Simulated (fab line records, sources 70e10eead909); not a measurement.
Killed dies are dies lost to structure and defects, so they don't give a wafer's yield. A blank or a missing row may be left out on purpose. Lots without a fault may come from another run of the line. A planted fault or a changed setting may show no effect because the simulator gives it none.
fab line records | flow nand_harc
record lots=7 wafers=21 last_day=34
route steps=1302 shown A_CHANNEL_FILL_D2@617 END@1302
lots that met no fault: from a run of the same line without faults
start_h: hours from the record's first day to the start of the lot's first wafer shown | wait_h: hours since the lot's step before | " the same as in the row above | L1.1+2: a row that stands for several wafers | - no value, or no start given | * or withheld: withheld | < > ~ a bound
route shown NAME@n: a module of which the file shows steps, and the number in the route of the first | usual: mean/standard deviation of fault-free wafers | same: alike in all rows | chamber/n: place in a boat | sites: the reading at each site | _std_site: their standard deviation | _edge_site: outer sites' mean less inner sites' | radius_mm: how far each site lies from the wafer's centre | mask NAME#n: copy n | behind: the tool/chamber that last shaped the wafer | hold: why the lot was held/for how many hours/how that ended | device: the transistor (n, p or np) that didn't switch | end of line: the same wafers' tests at the end of the route | a step without rows: its recipe alone | killed: dies lost to structure and defects at the first sort, not the wafer's yield | map: a wafer's dies, x killed, . not, _ none there
set.NAME: the setting as run; set.NAME@STEP: as run at that earlier step | model.NAME: the simulator's own value behind a step, which no gauge read
lots at some steps of the route; a table a step, a row a wafer
services: from which hour (start_h, from the record's first day; less than 0 if before it) a tool's chamber was out of use, for how many hours, and why
## steps
# step NHARC_A_CHANNEL_FILL_D2_ANNEAL_17
# recipe temp_c=850 time_s=1800
# step NHARC_A_CHANNEL_FILL_D2_CVD_18
# recipe target_thk_a=30 temp_c=550 material=poly-Si
# step NHARC_A_CHANNEL_FILL_D2_ETCHBACK_19
# recipe target_depth_a=50 time_s=1.7 hbr_flow_sccm=150 cl2_flow_sccm=50 rf_w=400 icp_w=400 bias_w=100 chemistry=HBr/Cl2
# usual bias_w=100.0/0.3 drypump_motor_current_A=5.5/0.45 oes_product_au=1.002/0.0082 rf_fwd_power_W=390.2/1.2 throttle_valve_pct=26.406/0.0092
# columns lot.wafer tool chamber start_h wait_h bias_w drypump_motor_current_A oes_product_au rf_fwd_power_W rf_hours_counter_h throttle_valve_pct
L346.3 rie_si-02 2 433.08 0.4 99.8 5.3 0.984 390.8 1.04 26.399
L346.2 " 1 " " 100.2 6.0 0.988 390.3 1.03 26.415
L346.5 " 3 " " 100.1 4.7 0.989 390.0 - 26.404
L345.4 rie_si-03 1 433.08 0.4 99.6 6.0 1.012 390.9 0.19 26.425
L345.1 " 3 " " 100.1 5.7 1.010 391.3 0.15 26.408
L345.2 " 0 " " 100.2 5.0 1.006 387.6 0.18 26.406
L347.4 rie_si-03 0 473.37 0.4 100.2 5.0 1.006 391.3 0.44 26.402
L347.1 " 2 " " 100.0 6.0 1.007 388.0 0.36 26.416
L347.3 " 3 " " 100.3 5.7 0.994 392.5 0.35 26.409
L349.1 rie_si-04 1 481.34 0.4 100.0 5.6 1.017 389.4 0.74 26.426
L349.6 " 3 " " 100.4 5.5 1.004 390.9 - 26.419
L349.5 " 0 " " 100.5 5.9 1.009 391.8 - 26.393
L350.3 rie_si-02 1 481.35 0.4 99.7 6.0 1.013 391.5 0.09 26.409
L350.6 " 0 " " 100.1 5.7 1.002 390.3 - 26.422
L350.5 " 1 " " 99.7 6.0 1.008 391.3 - 26.413
L351.1 rie_si-04 1 507.75 0.4 100.0 5.6 1.011 389.4 0.88 26.403
L351.2 " 2 " " 99.9 6.1 1.006 389.3 0.84 26.409
L351.6 " 1 " " 99.9 5.6 1.011 389.4 - 26.416
L356.1 rie_si-02 2 555.53 0.4 100.1 5.3 0.992 392.3 0.57 26.421
L356.2 " 0 " " 100.3 5.7 1.006 390.9 0.46 26.403
L356.5 " 2 " " 99.8 5.3 0.981 391.7 - 26.413
# step NHARC_A_CHANNEL_FILL_D2_ETCHBACK_20
# recipe target_depth_a=270 time_s=13.5 c4f8_flow_sccm=withheld o2_flow_sccm=8 ar_flow_sccm=withheld rf_w=600 bias_w=1500 chemistry=C4F8/O2/Ar
# step NHARC_A_CHANNEL_FILL_D2_STRIP_28
# recipe time_s=20 o2_flow_sccm=500 ar_flow_sccm=0 bias_w=0 chemistry=O2
# usual drypump_motor_current_A=5.9/0.46 oes_product_au=0.997/0.0073 rf_vpp_V=57.9/0.86 showerhead_plenum_p_Torr=3.60/0.096 throttle_valve_pct=17.036/0.0094
# same bias_w=0
# columns lot.wafer tool chamber start_h wait_h drypump_motor_current_A oes_product_au rf_hours_counter_h rf_vpp_V showerhead_plenum_p_Torr throttle_valve_pct
L345.1 rie_diel-11 1 433.30 0.1 6.1 0.997 26 57.3 3.58 17.021
L345.4 " 2 " " 5.9 1.002 25 57.3 3.35 17.050
L345.2 " 0 " " 5.2 1.010 23 58.4 3.59 17.046
L346.2 rie_diel-13 1 433.30 0.1 5.6 0.995 2 58.8 3.65 17.044
L346.3 " 3 " " 6.1 1.006 2 57.2 3.62 17.042
L346.5 " 0 " " 6.4 0.991 - 57.5 3.54 17.025
L347.4 rie_diel-08 1 473.59 0.1 5.9 0.995 3 58.7 3.75 17.028
L347.1 " 3 " " 5.5 0.990 3 57.0 3.55 17.023
L347.3 " 0 " " 6.6 1.001 3 57.8 3.57 17.048
L349.1 rie_diel-08 0 481.54 0.1 6.6 1.001 3 59.3 3.57 17.027
L349.6 " 0 " " 6.6 0.999 - 57.9 3.57 17.047
L349.5 " 1 " " 5.9 0.996 - 57.6 3.75 17.023
L350.3 rie_diel-13 1 481.57 0.1 5.5 0.992 3 57.8 3.65 17.042
L350.5 " 2 " " 5.5 1.001 - 56.3 3.62 17.031
L350.6 " 3 " " 6.1 1.004 - 56.9 3.62 17.022
L351.1 rie_diel-13 1 507.97 0.1 5.5 0.994 3 57.2 3.65 17.030
L351.2 " 2 " " 5.5 1.003 3 57.8 3.62 17.025
L351.6 " 0 " " 6.4 0.993 - 59.0 3.54 17.037
L356.1 rie_diel-11 3 555.77 0.1 6.6 1.002 15 58.4 3.71 17.037
L356.2 " 0 " " 5.2 0.986 16 56.3 3.58 17.038
L356.5 " 2 " " 5.9 0.994 - 56.2 3.33 17.029
# step NHARC_A_CHANNEL_FILL_D2_PRECLEAN_21
# recipe time_s=30 chemistry=dHF
# step NHARC_A_CHANNEL_FILL_D2_SRD_23
# step NHARC_A_CHANNEL_FILL_D2_CVD_05
# recipe target_thk_a=50 temp_c=550 material=poly-Si
# step NHARC_A_CHANNEL_FILL_D2_ANNEAL_22
# recipe temp_c=620 time_s=7200
# step NHARC_A_CHANNEL_FILL_D2_ALD_25
# recipe target_thk_a=600 pulse_time_s=10 ald_cycles=600 temp_c=300 material=SiOx
# usual heater_power_w=494/47 precursor_pulse_height_rel=1.000/0.019
# same pulse_time_s=10
# columns lot.wafer tool chamber start_h wait_h heater_power_w precursor_pulse_height_rel
L345.2 ald_hk-04 1 446.22 0.1 450 0.993
L345.1 " 3 447.43 1.3 446 1.000
L345.4 " 0 " " 556 1.029
L346.3 ald_hk-03 0 446.35 0.2 436 0.994
L346.2 " 2 447.58 1.4 412 1.008
L346.5 " 0 448.82 2.7 433 0.983
L347.3 ald_hk-02 3 485.98 0.7 547 0.999
L347.4 " 0 " " 503 1.019
L347.1 " 1 " " 487 0.951
L350.3 ald_hk-04 2 493.42 0.1 541 1.010
L350.6 " 2 495.90 2.5 538 0.991
L350.5 " 3 " " 452 0.989
L349.1 ald_hk-02 0 497.08 3.7 504 1.025
L349.6 " 1 498.30 4.9 493 1.007
L349.5 " 2 499.52 6.2 518 0.970
L351.2 ald_hk-02 0 520.31 0.7 516 0.994
L351.1 " 2 521.55 1.9 521 0.992
L351.6 " 3 " " 537 1.000
L356.2 ald_hk-03 2 567.55 0.1 430 0.988
L356.1 " 0 568.78 1.3 440 1.052
L356.5 " 3 570.61 3.1 541 1.011
# step NHARC_A_CHANNEL_FILL_D2_ETCHBACK_08
# recipe target_depth_a=2200 time_s=110 c4f8_flow_sccm=20 ar_flow_sccm=withheld rf_w=600 bias_w=300 chemistry=C4F8
# usual oes_product_au=0.97/0.031 rf_fwd_power_W=596.4/2.1 rf_vpp_V=442.3/1.2
# columns lot.wafer tool chamber start_h wait_h oes_product_au rf_fwd_power_W rf_hours_counter_h rf_vpp_V
L345.4 rie_diel-13 3 - - 0.94 595.8 2.7 442.1
L345.2 " 0 " " 0.93 597.2 2.9 440.9
L345.1 " 1 " " 0.92 596.4 2.3 442.8
L346.2 rie_diel-08 0 - - 0.97 597.6 2.4 441.6
L346.3 " 2 " " 0.97 597.1 2.6 440.7
L346.5 " 0 " " 0.97 596.9 - 441.8
L347.3 rie_diel-13 2 - - 1.00 597.0 3.0 444.5
L347.4 " 0 " " 1.00 598.3 4.0 439.9
L347.1 " 1 " " 0.99 595.9 3.2 441.5
L350.3 rie_diel-13 1 - - 0.92 596.0 3.3 442.6
L350.5 " 0 " " 0.92 597.3 - 440.6
L350.6 " 1 " " 0.92 598.3 - 443.4
L349.1 rie_diel-13 3 - - 0.96 598.2 4.0 443.9
L349.5 " 3 " " 0.95 598.2 - 442.2
L349.6 " 0 " " 0.95 597.1 - 443.2
L351.1 rie_diel-08 0 - - 0.94 595.8 4.1 440.5
L351.2 " 3 " " 0.94 595.9 4.1 442.0
L351.6 " 1 " " 0.96 597.5 - 443.5
L356.1 rie_diel-13 1 - - 0.99 592.9 1.1 442.5
L356.2 " 2 " " 1.00 595.4 1.2 442.8
L356.5 " 0 " " 1.00 595.7 - 441.0
# step NHARC_A_CHANNEL_FILL_D2_STRIP_29
# recipe time_s=20 o2_flow_sccm=500 ar_flow_sccm=0 bias_w=0 chemistry=O2
# usual drypump_motor_current_A=5.9/0.44 oes_product_au=0.997/0.0077 rf_vpp_V=57.9/0.83 showerhead_plenum_p_Torr=3.61/0.056 throttle_valve_pct=17.036/0.0095
# same bias_w=0
# columns lot.wafer tool chamber start_h wait_h drypump_motor_current_A oes_product_au rf_hours_counter_h rf_vpp_V showerhead_plenum_p_Torr throttle_valve_pct
L345.2 rie_diel-13 3 451.89 - 6.1 1.008 2.8 57.5 3.62 17.038
L345.1 " 0 " " 6.5 0.993 3.0 57.7 3.54 17.046
L345.4 " 1 " " 5.5 1.007 2.4 58.1 3.65 17.033
L346.3 rie_diel-08 2 452.05 - 5.4 0.999 2.6 57.6 3.57 17.049
L346.2 " 1 " " 5.9 0.998 2.8 57.7 3.75 17.028
L346.5 " 3 " " 5.5 0.998 - 57.3 3.55 17.046
L347.4 rie_diel-13 2 491.04 - 5.5 1.006 3.1 58.5 3.62 17.041
L347.1 " 3 " " 6.1 0.996 3.9 56.7 3.62 17.033
L347.3 " 0 " " 6.4 0.996 4.1 57.7 3.54 17.045
L350.3 rie_diel-13 2 499.15 - 5.5 1.001 3.1 58.3 3.62 17.022
L350.5 " 2 " " 5.5 1.009 - 58.1 3.62 17.047
L350.6 " 3 " " 6.1 1.007 - 58.8 3.62 17.026
L349.1 rie_diel-13 3 502.76 - 6.1 0.989 4.1 59.2 3.62 17.032
L349.6 " 0 " " 6.5 0.985 - 58.3 3.54 17.042
L349.5 " 1 " " 5.5 0.983 - 57.6 3.65 17.045
L351.2 rie_diel-08 3 525.40 - 5.5 0.990 4.1 58.7 3.55 17.009
L351.1 " 1 " " 5.9 1.003 4.4 58.1 3.75 17.034
L351.6 " 2 " " 5.4 1.002 - 57.3 3.57 17.033
L356.1 rie_diel-13 1 573.23 - 5.6 0.997 1.2 58.7 3.65 17.034
L356.2 " 2 " " 5.5 1.004 1.2 57.2 3.62 17.043
L356.5 " 0 " " 6.5 0.993 - 56.3 3.54 17.034
# step NHARC_A_CHANNEL_FILL_D2_PRECLEAN_30
# recipe time_s=30 chemistry=dHF
# step NHARC_A_CHANNEL_FILL_D2_SRD_31
# step NHARC_A_CHANNEL_FILL_D2_CVD_09
# recipe target_thk_a=1500 temp_c=620 pressure_mtorr=200 time_s=3000 material=poly-Si
# step NHARC_A_CHANNEL_FILL_D2_CMP_10
# recipe target_thk_nm=150
# step NHARC_A_CHANNEL_FILL_D2_SRD_12
# step NHARC_A_CHANNEL_FILL_D2_RTA_24
# recipe temp_c=1000 time_s=5
# usual lamp_power_pct=30.0/0.39 lamp_zone_2_pct=30.0/0.39 wafer_temp_C_max=1005.6/2.1
# columns lot.wafer tool chamber start_h wait_h lamp_power_pct lamp_zone_2_pct wafer_temp_C_max
L346.2 rtp_anneal-01 0 457.98 0.1 29.5 29.5 1009.5
L346.3 " 0 " " 29.5 29.5 1007.5
L346.5 " 0 " " 29.5 29.5 1006.7
L345.1 rtp_anneal-02 0 458.06 0.0 30.3 30.3 1004.9
L345.2 " 0 " " 30.3 30.3 1004.6
L345.4 " 0 " " 30.3 30.3 1003.6
L347.1 rtp_anneal-02 0 497.36 0.2 30.3 30.3 1003.4
L347.3 " 0 " " 30.3 30.3 1004.9
L347.4 " 0 " " 30.3 30.3 1003.5
L350.3 rtp_anneal-02 0 505.24 0.1 30.3 30.3 1004.6
L350.5 " 0 " " 30.4 30.3 1004.3
L350.6 " 0 " " 30.3 30.3 1003.8
L349.1 rtp_anneal-02 0 508.73 0.0 30.3 30.3 1007.2
L349.5 " 0 " " 30.3 30.3 1003.9
L349.6 " 0 " " 30.3 30.3 1004.0
L351.1 rtp_anneal-02 0 531.39 0.0 30.3 30.3 1003.7
L351.2 " 0 " " 30.3 30.3 1002.9
L351.6 " 0 " " 30.3 30.3 1003.2
L356.1 rtp_anneal-02 0 579.36 0.0 30.3 30.3 1003.7
L356.2 " 0 " " 30.3 30.3 1005.5
L356.5 " 0 " " 30.3 30.4 1004.9
# step NHARC_END_SORT_01
# recipe temp_c=25
# usual killed_at_array=58/20 killed_at_other=0.8/1 killed_at_periphery=4.6/2.8 killed_dies=63/19 killed_open=3.4/2 killed_short=2.4/1.8
# same gross_dies=677
# columns lot.wafer tool chamber start_h wait_h killed_at_array killed_at_other killed_at_periphery killed_dies killed_open killed_short
L350.3 prober-01 0 728.18 3.1 113 0 0 113 3 2
L350.5 prober-01 0 729.78 3.7 119 0 2 121 3 3
L350.6 prober-01 0 730.59 4.0 133 1 2 136 4 1
L347.1 prober-02 0 771.97 2.4 140 0 4 144 6 3
L347.3 prober-02 0 773.59 3.1 69 0 2 71 4 1
L347.4 prober-02 0 774.40 3.4 150 0 2 152 2 0
L349.1 prober-01 0 787.42 2.5 168 0 3 171 3 1
L349.5 prober-01 0 790.59 3.7 148 0 6 154 4 1
L349.6 prober-01 0 791.38 4.0 143 1 4 148 4 2
# killed by level:class
L350.3 A_CHANNEL_FILL_D2:unspecified=61 A_SLIT:chamber_film_flake=28 A_CHANNEL_HOLE_D1:chamber_film_flake=9 A_CONTACT:chamber_film_flake=5 A_CHANNEL_FILL_D1:geometric_particle:open=2 A_SGD_CUT:chamber_film_flake=2 A_BLC:chamber_film_flake=2 A_DECK1_JOINT:geometric_particle:open=1
L350.5 A_CHANNEL_FILL_D2:unspecified=60 A_SLIT:chamber_film_flake=28 A_CHANNEL_HOLE_D1:chamber_film_flake=11 A_CONTACT:chamber_film_flake=9 A_SGD_CUT:chamber_film_flake=2 A_ONON_D1:geometric_particle:short=1 A_CHANNEL_FILL_D1:geometric_particle:open=1 A_CHANNEL_FILL_D1:geometric_particle:short=1
L350.6 A_CHANNEL_FILL_D2:unspecified=92 A_SLIT:chamber_film_flake=19 A_CONTACT:chamber_film_flake=7 A_CHANNEL_HOLE_D1:chamber_film_flake=4 A_BLC:chamber_film_flake=3 A_ONON_D2:geometric_particle:open=2 A_ONON_D2:geometric_particle:short=1 A_CONTACT:geometric_particle:open=1
L347.1 A_CHANNEL_FILL_D2:unspecified=95 A_CHANNEL_HOLE_D1:chamber_film_flake=16 A_SLIT:chamber_film_flake=11 A_CHANNEL_HOLE_D2:chamber_film_flake=8 P_CONTACT:geometric_particle:open=2 A_CHANNEL_FILL_D2:geometric_particle:open=2 A_CONTACT:chamber_film_flake=2 P_M0:geometric_particle:open=1
L347.3 A_CHANNEL_FILL_D2:unspecified=33 A_CHANNEL_HOLE_D1:chamber_film_flake=15 A_SLIT:chamber_film_flake=11 A_CHANNEL_HOLE_D2:chamber_film_flake=6 P_CONTACT:geometric_particle:open=1 P_M0:geometric_particle:open=1 A_DECK1_JOINT:geometric_particle:short=1 A_CONTACT:geometric_particle:open=1
L347.4 A_CHANNEL_FILL_D2:unspecified=63 A_CHANNEL_HOLE_D1:chamber_film_flake=39 A_SLIT:chamber_film_flake=25 A_CHANNEL_HOLE_D2:chamber_film_flake=20 P_CONTACT:geometric_particle:open=2 A_CONTACT:chamber_film_flake=2 A_STAIRCASE:chamber_film_flake=1
L349.1 A_CHANNEL_FILL_D2:unspecified=99 A_CHANNEL_HOLE_D2:chamber_film_flake=21 A_CHANNEL_HOLE_D1:chamber_film_flake=19 A_SLIT:chamber_film_flake=13 A_CONTACT:chamber_film_flake=9 A_SGD_CUT:chamber_film_flake=4 P_CONTACT:geometric_particle:open=2 A_ONON_D1:geometric_particle:open=1
L349.5 A_CHANNEL_FILL_D2:unspecified=65 A_SLIT:chamber_film_flake=28 A_CHANNEL_HOLE_D1:chamber_film_flake=22 A_CHANNEL_HOLE_D2:chamber_film_flake=12 A_CONTACT:chamber_film_flake=10 A_SGD_CUT:chamber_film_flake=7 P_GATE:geometric_particle:open=1 P_CONTACT:geometric_particle:open=1
L349.6 A_CHANNEL_HOLE_D1:chamber_film_flake=36 A_CHANNEL_HOLE_D2:chamber_film_flake=30 A_CHANNEL_FILL_D2:unspecified=29 A_SLIT:chamber_film_flake=23 A_CONTACT:chamber_film_flake=12 A_SGD_CUT:chamber_film_flake=3 A_CHANNEL_FILL_D2:geometric_particle:short=2 P_M1:chamber_film_flake=2
# map L347.4 (x killed, . not)
____________.____________
_________......._________
_______........x.._______
______.............______
_____..............._____
____.................____
____.................____
___........x..........___
___......x............___
__................x....__
__.....................__
_......................._
_......................._
_......................._
_.......x..............._
_........x.............._
.........................
......x...x.............x
.....xx.x..xx..xx........
.....xxxxx..xxxxx..x.....
...x..x.x.x.xxxxx....x...
_...xxxx.xxxxxxxx...x.x._
_....xxxxx.xxxxx..xxxxxx_
_....xxx...xxxxx.x.xxxxx_
_....xxxx...xxxxxxxxxxxx_
_.....xxx..x.xx..xxxxxxx_
__.x.xx.......xx.xxxxxx__
__...xx..........xxxxxx__
___.........x....xxxxx___
___.............xxxxxx___
____.............xxxx____
____.............xxxx____
_____.............xx_____
______............x______
_______..........._______
_________......._________
____________.____________
# map L349.1 (x killed, . not)
____________.____________
_________..x...._________
_______....x......_______
______....xx.x....x______
_____..xxxxxxxx.x..._____
____.x.xxxxxxxx......____
____...xxxxxxx.......____
___....xxxxxxxxx......___
___...xxxxxxxxxx......___
__....xxxxxxxxxx.......__
__.....xxxxxxxx........__
_x....x.xxxxxxxx.......x_
_x.xx...xxxxxxx.......x._
_..x...xxxxxxx.x.....x.._
_xx.....xxxxxx.x........_
_xxx.xx....xx........x.._
xxxx.xxxx.x.........x....
xxxx.......x..x..........
xxxx.....x....x..........
x.x.x.....x...x..........
xxxx........x.x........x.
_x..........x.x.x......._
_...........xxx........._
_............x...x......_
_............xx........._
_..........x.x.........._
__.........x..x........__
__.....x.........x.....__
___....x....x..x......___
___...................___
____.................____
____.................____
_____..............._____
______.............______
_______..........._______
_________......._________
____________.____________
## services
# columns tool chamber start_h hours kind
rie_diel-13 2 410.13 6.3 repair
rie_si-04 3 424.10 4.2 repair
rie_diel-13 0 424.53 - clean
rie_diel-13 1 424.53 - clean
rie_diel-13 2 424.53 - clean
rie_diel-13 3 424.53 - clean
ald_hk-04 - 435.58 10.0 pm
rie_diel-11 3 444.94 3.1 repair
rie_diel-13 0 449.03 - clean
rie_diel-13 1 449.03 - clean
rie_si-02 - 454.00 9.0 pm
rie_si-04 3 463.21 7.3 repair
rie_diel-11 - 469.03 9.0 pm
ald_hk-04 - 510.36 0.5 repair
rie_si-04 - 519.00 9.0 pm
rie_diel-13 - 519.03 9.0 pm
rie_diel-11 1 522.40 4.4 repair
rie_si-04 2 538.49 2.6 repair
rie_diel-08 - 544.80 9.0 pm
rie_si-02 - 551.17 0.7 repair
rie_diel-11 1 553.53 7.1 repair
rie_diel-13 - 564.08 2.2 repair
rie_si-03 - 575.20 9.0 pm
rie_diel-13 1 575.94 8.8 repair
## key
first_sign step=NHARC_END_SORT_01 reading=killed_at_array direction=up sigmas=3.8 usual=58 struck=131 wafers_moved=8
effect step=NHARC_END_SORT_01 reading=killed_dies direction=up sigmas=3.7 usual=63 struck=134 wafers_moved=8
more_kills_born_at NHARC_A_CHANNEL_FILL_D2_STRIP_29@rie_diel-13=597
met_at NHARC_A_CHANNEL_FILL_D2_STRIP_29
struck_wafers L347.1,L347.3,L347.4,L349.1,L349.5,L349.6,L350.3,L350.5,L350.6
tester_left_out L347,L349,L350
onset_between 451.89 491.04
fault kind=chamber_particle_source tool=rie_diel-13 chamber=- onset_h=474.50 steps=NHARC_A_CHANNEL_FILL_D2_STRIP_29 rate_per_visit_cm2=1.4058 end_h=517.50
# tester_left_out: of these lots the tester's yield and bins aren't shown, on N5 and GAA mostly nor the transistor test; their killed dies are dies lost to structure and defects alone, not to doping, threshold or leakage, so they don't give the yield
